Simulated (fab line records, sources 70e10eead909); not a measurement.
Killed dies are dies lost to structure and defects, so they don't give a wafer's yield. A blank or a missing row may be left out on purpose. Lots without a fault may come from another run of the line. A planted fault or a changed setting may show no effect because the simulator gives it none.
Chamber matching | flow nand_harc | NHARC_A_CHANNEL_FILL_D2_ALD_25 on ald_hk-01: 4 sister chambers
The step deposits SiOx, target thk 60 nm, pulse time 10 s, ald cycles 600. 18 wafers are shown with their chamber, then 9 later ones without.

WAFERS WITH THEIR CHAMBER
wafer  | chamber | heater_power_w (W) | precursor_pulse_height_rel
L076.2 | 0       | 473                | 0.990
L076.5 | 2       | 481                | 1.009
L076.6 | 3       | 531                | 0.984
L075.1 | 1       | 546                | 1.005
L075.2 | 3       | 518                | 1.030
L075.5 | 0       | 468                | 0.988
L079.4 | 1       | 543                | 0.998
L079.5 | 3       | 531                | 0.984
L079.6 | 2       | 473                | 1.027
L082.3 | 1       | 552                | 1.011
L082.1 | 3       | 524                | 0.988
L082.2 | 0       | 456                | 1.032
L083.3 | 2       | 477                | 1.039
L083.1 | 1       | 544                | 0.981
L083.6 | 2       | 486                | 0.984
L089.2 | 2       | 469                | 1.003
L089.4 | 1       | 546                | 1.021
L089.1 | 0       | 454                | 0.977

SIGNATURES (means of the wafers above)
reading                    | chamber 0 | chamber 1 | chamber 2 | chamber 3 | scatter within a chamber
heater_power_w             | 462.75    | 546.20    | 477.20    | 526.00    | 6.54
precursor_pulse_height_rel | 0.99675   | 1.00320   | 1.01240   | 0.99650   | 0.0207
Rule: a wafer's distance from a chamber is the root of the sum, over the readings, of the square of ((its reading less the chamber's mean) divided by the reading's scatter). The wafer belongs to the nearest chamber; if the next one is less than 2 further off, it can't be placed. The scatter: the root of (the sum of the squares of (reading less its chamber's mean) over the shown wafers, divided by (wafers less chambers)).

WAFERS WITHOUT THEIR CHAMBER
wafer  | heater_power_w (W) | precursor_pulse_height_rel
L091.1 | 532                | 0.990
L091.4 | 481                | 1.011
L091.5 | 479                | 0.997
L093.1 | 480                | 1.024
L093.4 | 543                | 1.005
L093.5 | 545                | 1.012
L096.1 | 548                | 0.989
L096.2 | 471                | 0.965
L096.5 | 516                | 0.999

WHICH CHAMBER EACH WENT THROUGH
wafer  | from the rows above     | in truth
L091.1 | can't be placed: 3 or 1 | 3
L091.4 | 2                       | 2
L091.5 | can't be placed: 2 or 0 | 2
L093.1 | 2                       | 2
L093.4 | 1                       | 1
L093.5 | 1                       | 1
L096.1 | 1                       | 1
L096.2 | can't be placed: 0 or 2 | 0
L096.5 | 3                       | 3
Placed correctly: 6 of 9. Can't be placed from these rows: 3 (the true chamber is among the candidates in 3). Placed wrongly: 0.
